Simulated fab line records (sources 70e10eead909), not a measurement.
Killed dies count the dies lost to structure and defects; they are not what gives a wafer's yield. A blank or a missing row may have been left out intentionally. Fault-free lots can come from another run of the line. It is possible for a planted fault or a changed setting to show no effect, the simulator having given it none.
One fault seen from 2 desks    flow nand harc    numbers are kept per desk, each desk with only its own; the story behind them comes last

THE DEFECT DESK
Per lot, the means of the sampled wafers with a number show what the inspections along the route counted. Any lot whose mean is over 4 standard deviations away from the usual mean is out of limits and marked OUT; that distance is given in the brackets.
Columns: A = raw defect count at NHARC_A_CHANNEL_HOLE_D2_INSPECT_40, usual 272
lot   first seen here  A
L372  day 13 22:44     191
L374  day 14 21:25     289
L375  day 15 05:49     240
L377  day 16 01:38     303
L378  day 16 01:55     299
L380  day 16 23:22     394
L379  day 16 23:40     280
L381  day 17 17:16     269
L383  day 18 11:50     597 (+4.6) OUT
L391  day 21 22:03     310
L390  day 21 23:07     173
This desk's finding: out of limits on L383; first on L383, day 18 11:50 (raw defect count at NHARC_A_CHANNEL_HOLE_D2_INSPECT_40). In limits: L372, L374, L375, L377, L378, L380, L379, L381, L391, L390.

AT THE TOOL OWNER'S DESK: rie diel-10
The tool's own readings at NHARC_A_CHANNEL_HOLE_D2_ETCH_16 (etches the open film in O2/COS, target depth 3100 nm, time 806 s): means of the sampled wafers that have a number, for each lot that ran on this tool. Any lot whose mean is over 4 standard deviations away from the usual mean is out of limits and marked OUT; that distance is given in the brackets.
Columns: A = bias w at NHARC_A_CHANNEL_HOLE_D2_ETCH_16, usual 300.2 W; B = drypump motor current A at NHARC_A_CHANNEL_HOLE_D2_ETCH_16, usual 5.6 A; C = oes product au at NHARC_A_CHANNEL_HOLE_D2_ETCH_16, usual 0.998 a.u.; D = rf vpp V at NHARC_A_CHANNEL_HOLE_D2_ETCH_16, usual 314.4 V; E = showerhead plenum p Torr at NHARC_A_CHANNEL_HOLE_D2_ETCH_16, usual 3.14 Torr; F = throttle valve pct at NHARC_A_CHANNEL_HOLE_D2_ETCH_16, usual 28.330 %
lot   first seen here  A      B    C      D      E     F
L375  day 14 22:17     300.0  5.4  1.005  316.0  3.30  28.325
L377  day 15 17:16     301.3  6.0  1.005  313.7  3.14  28.330
L380  day 16 17:02     300.5  5.4  0.998  314.9  3.15  28.326
L381  day 17 04:45     300.6  5.6  0.990  314.6  3.12  28.324
L383  day 18 03:02     300.1  5.6  1.000  315.2  3.23  28.336
This desk found nothing out of limits on any of the 5 lots.

PUT TOGETHER
The defect desk could have raised an alarm at day 18 11:50, on L383.
The desk of the tool owner found nothing out of limits.
The tool owner's desk has L383 on record, within its limits.
The lots listed all ran NHARC_A_CHANNEL_HOLE_D2_ETCH_16 on rie diel-10.

WHAT THE SIMULATOR HAD PUT IN
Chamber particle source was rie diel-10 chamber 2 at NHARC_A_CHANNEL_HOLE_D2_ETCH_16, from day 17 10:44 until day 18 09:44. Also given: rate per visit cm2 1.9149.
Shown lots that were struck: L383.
Hours from the fault's start to each desk's first reading out of limits: the defect desk, 25.
